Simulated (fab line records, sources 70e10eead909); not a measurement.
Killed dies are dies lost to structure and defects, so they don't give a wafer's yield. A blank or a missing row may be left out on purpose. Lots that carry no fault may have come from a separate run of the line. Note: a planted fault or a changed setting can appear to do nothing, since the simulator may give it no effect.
Matching of chambers    flow nandHarc    rieDiel-01 running NHARC_A_CONTACT_ETCH_91: 4 sister chambers
The step etches the open film in CH3F/O2, target depth 40 nm, time 85.7 s. 33 wafers are shown with their chamber, then 12 later ones without.

EACH WAFER AND ITS CHAMBER
wafer   chamber  drypumpMotorCurrentA (A)  showerheadPlenumPTorr (Torr)  rfVppV (V)
L077.1  0        5.7                       2.43                          243.0
L077.2  1        5.4                       2.56                          245.3
L077.5  0        5.7                       2.43                          242.7
L075.3  2        5.1                       2.38                          242.3
L075.4  3        6.2                       2.38                          244.2
L075.5  0        5.6                       2.43                          243.2
L078.1  3        6.2                       2.38                          245.2
L078.2  2        5.1                       2.38                          243.5
L078.4  0        5.7                       2.43                          243.7
L079.2  3        6.2                       2.38                          243.3
L079.4  1        5.4                       2.56                          246.1
L079.5  0        5.7                       2.43                          243.4
L081.4  3        6.2                       2.38                          241.3
L081.5  0        5.6                       2.43                          243.2
L081.6  3        6.2                       2.38                          243.2
L083.2  0        5.7                       2.43                          245.5
L083.3  3        6.2                       2.38                          244.1
L083.4  2        5.1                       2.38                          243.5
L084.2  2        5.1                       2.38                          242.6
L084.4  3        6.2                       2.38                          244.1
L084.6  3        6.2                       2.38                          242.2
L082.3  3        6.2                       2.38                          243.3
L082.5  1        5.4                       2.56                          245.9
L082.6  2        5.1                       2.38                          241.8
L085.2  2        5.1                       2.37                          243.6
L085.4  1        5.4                       2.56                          244.5
L085.6  2        5.1                       2.37                          241.9
L089.2  3        6.2                       2.38                          243.2
L089.4  1        5.4                       2.55                          246.3
L089.5  0        5.7                       2.43                          245.0
L086.2  2        5.1                       2.37                          243.2
L086.3  0        5.7                       2.43                          244.3
L086.6  1        5.4                       2.55                          245.2

SIGNATURES (averages over the wafers above)
reading                chamber 0  chamber 1  chamber 2  chamber 3  scatter within a chamber
drypumpMotorCurrentA   5.678      5.400      5.100      6.200      0.0232
showerheadPlenumPTorr  2.4300     2.5567     2.3762     2.3800     0.00333
rfVppV                 243.778    245.550    242.800    243.410    0.915
Rule: for each reading, subtract the chamber's mean from the wafer's reading, divide by that reading's scatter and square the result; add these up over the readings and take the root, which gives the wafer's distance from the chamber. The wafer belongs to the nearest chamber; if the next one is less than 2 further off, it can't be placed. How the scatter is found: for the shown wafers, subtract from each reading the mean of its chamber, square and add these, divide the total by (wafers less chambers), then take the root.

WAFERS MISSING THEIR CHAMBER
wafer   drypumpMotorCurrentA (A)  showerheadPlenumPTorr (Torr)  rfVppV (V)
L090.2  5.7                       2.43                          242.4
L090.5  5.1                       2.37                          244.8
L090.6  6.2                       2.38                          242.9
L092.1  5.4                       2.55                          245.8
L092.3  6.2                       2.38                          243.8
L092.4  6.2                       2.38                          243.7
L094.1  5.4                       2.55                          243.9
L094.2  6.2                       2.37                          241.2
L094.3  5.1                       2.37                          242.9
L095.2  5.1                       2.37                          243.6
L095.3  5.4                       2.55                          244.1
L095.6  5.4                       2.55                          246.1

WHICH CHAMBER EACH ONE RAN IN
wafer   from the rows above  in truth
L090.2  0                    0
L090.5  2                    2
L090.6  3                    3
L092.1  1                    1
L092.3  3                    3
L092.4  3                    3
L094.1  1                    1
L094.2  3                    3
L094.3  2                    2
L095.2  2                    2
L095.3  1                    1
L095.6  1                    1
Correctly placed: 12 of 12. From these rows, 0 cannot be placed. Placed wrongly: 0.
